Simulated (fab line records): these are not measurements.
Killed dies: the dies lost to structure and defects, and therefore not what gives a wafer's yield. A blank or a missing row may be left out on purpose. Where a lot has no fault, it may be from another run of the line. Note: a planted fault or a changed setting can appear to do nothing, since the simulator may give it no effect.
Matching of chambers    flow nand_harc    NHARC_P_M2_STRIP_18 on rie_diel-01 has 4 sister chambers
The step strips in N2/H2. 18 wafers are shown with their chamber, then 9 later ones without.

== EACH WAFER AND ITS CHAMBER ==
wafer   chamber  showerhead_plenum_p_Torr (Torr)  drypump_motor_current_A (A)  rf_fwd_power_W (W)
L074.2  3        2.10                             6.3                          998
L074.4  1        1.96                             5.3                          996
L074.5  3        2.10                             6.2                          996
L076.1  2        2.15                             6.0                          998
L076.2  0        1.99                             5.2                          1004
L076.6  3        2.10                             6.2                          994
L084.3  2        2.15                             6.0                          1000
L084.4  1        1.96                             5.3                          992
L084.5  2        2.15                             6.0                          1001
L085.1  3        2.10                             6.3                          994
L085.2  1        1.96                             5.3                          997
L085.6  1        1.96                             5.3                          997
L088.2  2        2.15                             6.0                          994
L088.3  0        1.99                             5.2                          999
L088.4  2        2.14                             6.0                          992
L093.2  0        1.99                             5.2                          999
L093.4  3        2.10                             6.3                          998
L093.5  1        1.96                             5.3                          994

SIGNATURES (averages over the wafers above)
reading                   chamber 0  chamber 1  chamber 2  chamber 3  scatter within a chamber
showerhead_plenum_p_Torr  1.9900     1.9600     2.1480     2.1000     0.00239
drypump_motor_current_A   5.200      5.300      6.000      6.260      0.0293
rf_fwd_power_W            1000.67    995.20     997.00     996.00     2.82
Rule: for a wafer and a chamber, the distance is found by dividing, reading by reading, the gap between the wafer's reading and the chamber's mean by the reading's scatter, squaring, summing and taking the root. The wafer belongs to the nearest chamber; if the next one is less than 2 further off, it can't be placed. The scatter is the square root of a quotient: the sum, over the shown wafers, of each reading's squared deviation from its chamber's mean, divided by wafers minus chambers.

== WAFERS MISSING THEIR CHAMBER ==
wafer   showerhead_plenum_p_Torr (Torr)  drypump_motor_current_A (A)  rf_fwd_power_W (W)
L094.2  2.14                             6.0                          1000
L094.4  1.99                             5.2                          1000
L094.5  1.99                             5.2                          998
L095.4  2.10                             6.3                          990
L095.5  1.96                             5.3                          998
L095.6  2.14                             6.0                          994
L097.1  2.14                             6.0                          992
L097.2  2.10                             6.2                          994
L097.5  2.10                             6.2                          996

== CHAMBER TAKEN BY EACH ==
wafer   from the rows above  in truth
L094.2  2                    2
L094.4  0                    0
L094.5  0                    0
L095.4  3                    3
L095.5  1                    1
L095.6  2                    2
L097.1  2                    2
L097.2  3                    3
L097.5  3                    3
Correctly placed: 9 of 9. Number that these rows cannot place: 0. Wrongly placed: 0.
